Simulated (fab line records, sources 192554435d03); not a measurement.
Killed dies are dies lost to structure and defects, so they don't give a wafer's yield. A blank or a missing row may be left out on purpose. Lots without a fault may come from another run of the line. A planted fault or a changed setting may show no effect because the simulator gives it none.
Chamber matching | flow n5_finfet | N5_BEOL_M5_ETCH_68 on rie_diel-02: 4 sister chambers
The step etches SOC in N2/H2, target depth 80 nm, overetch 16 nm, time 120 s. 4 wafers are shown with their chamber, then 9 later ones without.

WAFERS WITH THEIR CHAMBER
wafer  | chamber | showerhead_plenum_p_Torr (Torr)
L078.1 | 1       | 2.49
L078.5 | 0       | 2.53
L080.5 | 2       | 2.70
L080.6 | 3       | 2.50

WAFERS WITHOUT THEIR CHAMBER
wafer  | showerhead_plenum_p_Torr (Torr)
L084.2 | 2.48
L084.3 | 2.52
L084.5 | 2.48
L090.1 | 2.52
L090.3 | 2.50
L090.4 | 2.69
L092.1 | 2.48
L092.4 | 2.69
L092.6 | 2.52

WHICH CHAMBER EACH WENT THROUGH
wafer  | from the rows above     | in truth
L084.2 | can't be placed: 1 or 3 | 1
L084.3 | can't be placed: 0 or 3 | 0
L084.5 | can't be placed: 1 or 3 | 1
L090.1 | can't be placed: 0 or 3 | 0
L090.3 | can't be placed: 3 or 1 | 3
L090.4 | 2                       | 2
L092.1 | can't be placed: 1 or 3 | 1
L092.4 | 2                       | 2
L092.6 | can't be placed: 0 or 3 | 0
Placed correctly: 2 of 9. Can't be placed from these rows: 7 (the true chamber is among the candidates in 7). Placed wrongly: 0.
How it was worked out, from the rows above alone: a wafer's distance from a chamber is the root of the sum, over the readings, of the square of ((its reading less the chamber's mean) divided by the reading's scatter). The wafer belongs to the nearest chamber; if the next one is less than 2 further off, it can't be placed. A chamber's mean is the mean of its shown wafers. The scatter: with one shown wafer a chamber, the root of the mean of the squares of how far each hidden wafer lies from its nearest shown one.
